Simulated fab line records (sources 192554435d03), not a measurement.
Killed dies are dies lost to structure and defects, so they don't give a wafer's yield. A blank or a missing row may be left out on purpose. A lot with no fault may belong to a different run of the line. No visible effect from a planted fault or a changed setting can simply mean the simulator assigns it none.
Split-lot experiment + flow n5Finfet + 21 wafers read from 7 lots, route of 1938 steps

## THE SPLIT ITSELF
At N5_MOL_CONTACT_COAG_CVD_140 (deposits W, target thk 66.5 nm, time 215 s), the setting targetThkA was moved away from the recipe's 665 angstrom on 5 of the 21 wafers read, by -11.4% to -6.8%. For the rest of the wafers, this setting stayed at what the recipe calls for.

The reading is taken at the split's own step.

## THE READING
W_of_MOL_CONTACT_COAG_CVD_140.thkNm (the simulator's own value, which no gauge read), in nm, at N5_MOL_CONTACT_COAG_CVD_140 (deposits W, target thk 66.5 nm, time 215 s). There is no usual value for it anywhere in the file. Average 66.4 nm, standard deviation 0.78 nm, over the 16 wafers here run with the recipe.

| wafer  | tool, chamber at the split | targetThkA as run, angstrom | against the recipe | W_of_MOL_CONTACT_COAG_CVD_140.thkNm, nm | against lot-mates on the recipe |
|--------|----------------------------|-----------------------------|--------------------|-----------------------------------------|---------------------------------|
| L076.3 | cvdW-02, 1                 | 588.9                       | -11.4%             | 60                                      | -7.1                            |
| L076.4 | cvdW-02, 0                 | 665                         | recipe             | 67.4                                    | -                               |
| L076.5 | cvdW-02, 1                 | 665                         | recipe             | 66.8                                    | -                               |
| L078.2 | cvdW-02, 1                 | 665                         | recipe             | 67                                      | -                               |
| L078.3 | cvdW-02, 1                 | 665                         | recipe             | 66.8                                    | -                               |
| L078.4 | cvdW-02, 1                 | 665                         | recipe             | 66                                      | -                               |
| L080.2 | cvdW-02, 1                 | 619.6                       | -6.8%              | 60.6                                    | -4.8                            |
| L080.3 | cvdW-02, 1                 | 665                         | recipe             | 65.6                                    | -                               |
| L080.4 | cvdW-02, 0                 | 665                         | recipe             | 65.2                                    | -                               |
| L083.2 | cvdW-02, 1                 | 665                         | recipe             | 66.8                                    | -                               |
| L083.3 | cvdW-02, 0                 | 665                         | recipe             | 67.4                                    | -                               |
| L083.6 | cvdW-02, 0                 | 665                         | recipe             | 67.2                                    | -                               |
| L084.1 | cvdW-01, 0                 | 615.5                       | -7.4%              | 61                                      | -4.2                            |
| L084.2 | cvdW-01, 1                 | 615.5                       | -7.4%              | 61.8                                    | -3.4                            |
| L084.3 | cvdW-01, 1                 | 665                         | recipe             | 65.2                                    | -                               |
| L087.1 | cvdW-02, 1                 | 665                         | recipe             | 65.2                                    | -                               |
| L087.2 | cvdW-02, 0                 | 597.3                       | -10.2%             | 60                                      | -5.4                            |
| L087.4 | cvdW-02, 1                 | 665                         | recipe             | 65.6                                    | -                               |
| L090.1 | cvdW-02, 0                 | 665                         | recipe             | 66.6                                    | -                               |
| L090.2 | cvdW-02, 0                 | 665                         | recipe             | 67                                      | -                               |
| L090.3 | cvdW-02, 0                 | 665                         | recipe             | 66.4                                    | -                               |

THE FIT
A straight line over all 21 wafers: W_of_MOL_CONTACT_COAG_CVD_140.thkNm changes by +0.638 nm for each +1% of targetThkA; r = +0.95; the points scatter about the line by 0.82 nm.
The same after taking each lot's own level away (the mean of its wafers on the recipe; 21 wafers): +0.576 nm for each +1%; r = +0.98; scatter 0.42 nm.
The reading moves by 6.6 nm for the largest change in targetThkA, on that fit.
The lots' own levels span 65.20 to 67.13 nm, that is 2.5 times the standard deviation above.
So the slope is not independent of the lot-to-lot level: the two fits are not the same.
Check: -6.32 nm against its lot-mates is what the line predicts for one of the wafers moved furthest among these (-11.4%) when that wafer is left out of the fit. It came out at -7.1 nm against them.

## FURTHER SPLITS ON THESE WAFERS
Before the reading, these wafers also passed through other splits. Each is held against what the fit with the lots' levels taken away leaves over:
| other split on the same wafers       | wafers away from the commonest value | r with W_of_MOL_CONTACT_COAG_CVD_140.thkNm (lot level and that fit taken away) |
|--------------------------------------|--------------------------------------|--------------------------------------------------------------------------------|
| N5_HKMG_FIN_ETCH_32 biasW            | 9                                    | +0.28                                                                          |
| N5_GATE_CUT_COAT_34 spinRpm          | 8                                    | +0.21                                                                          |
| N5_GATE_CUT_COAT_07 spinRpm          | 8                                    | +0.00                                                                          |
| N5_MOL_CONTACT_COAG_EXPOSE_05 doseMj | 5                                    | -0.27                                                                          |
| N5_MOL_CONTACT_COAG_ETCH_105 biasW   | 6                                    | +0.05                                                                          |
| N5_MOL_CONTACT_COAG_COAT_62 spinRpm  | 7                                    | -0.13                                                                          |

## THE FILE'S OWN FIT
W_of_MOL_CONTACT_COAG_CVD_140.thkNm changes by +0.586 nm for each +1% of targetThkA, r = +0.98.
